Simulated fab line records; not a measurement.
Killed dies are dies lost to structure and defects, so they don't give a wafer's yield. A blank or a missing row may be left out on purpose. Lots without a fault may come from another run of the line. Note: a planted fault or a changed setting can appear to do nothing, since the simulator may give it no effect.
Matching of chambers + flow n5 finfet + N5_BEOL_M8_CMP_52 on cmp-02: 4 sister chambers
The step polishes, stops on SiCOH lowk, t overpolish 6.9 s, target thk 80 nm. 4 wafers are shown with their chamber, then 8 later ones without.

## WAFERS, EACH WITH ITS CHAMBER
| wafer  | chamber | motor current A (A) |
|--------|---------|---------------------|
| L079.6 | 3       | 5.3                 |
| L081.2 | 2       | 6.1                 |
| L080.6 | 0       | 6.1                 |
| L085.1 | 1       | 5.4                 |

## WAFERS WITHOUT THEIR CHAMBER
| wafer  | motor current A (A) |
|--------|---------------------|
| L085.4 | 4.9                 |
| L085.5 | 6.0                 |
| L095.1 | 5.8                 |
| L095.4 | 6.5                 |
| L095.6 | 6.3                 |
| L097.3 | 6.1                 |
| L097.4 | 5.1                 |
| L097.6 | 5.0                 |

## THE CHAMBER EACH PASSED THROUGH
| wafer  | from the rows above               | in truth |
|--------|-----------------------------------|----------|
| L085.4 | can't be placed: 3 or 1           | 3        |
| L085.5 | can't be placed: 0 or 2 or 1      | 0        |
| L095.1 | can't be placed: 0 or 2 or 1 or 3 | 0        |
| L095.4 | can't be placed: 0 or 2           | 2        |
| L095.6 | can't be placed: 0 or 2           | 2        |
| L097.3 | can't be placed: 0 or 2           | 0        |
| L097.4 | can't be placed: 3 or 1           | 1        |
| L097.6 | can't be placed: 3 or 1           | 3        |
Correct placement for 0 of the 8. Can't be placed from these rows: 8 (the true chamber is among the candidates in 8). 0 placed wrongly.
How it was worked out, from the rows above alone: a wafer's distance from a chamber is the root of the sum, over the readings, of the square of ((its reading less the chamber's mean) divided by the reading's scatter). The wafer belongs to the nearest chamber; if the next one is less than 2 further off, it can't be placed. For every chamber, the mean is computed from those of its wafers that are shown. The scatter (one wafer shown for each chamber): square how far every hidden wafer sits from the nearest shown wafer, average those squares and take the square root.
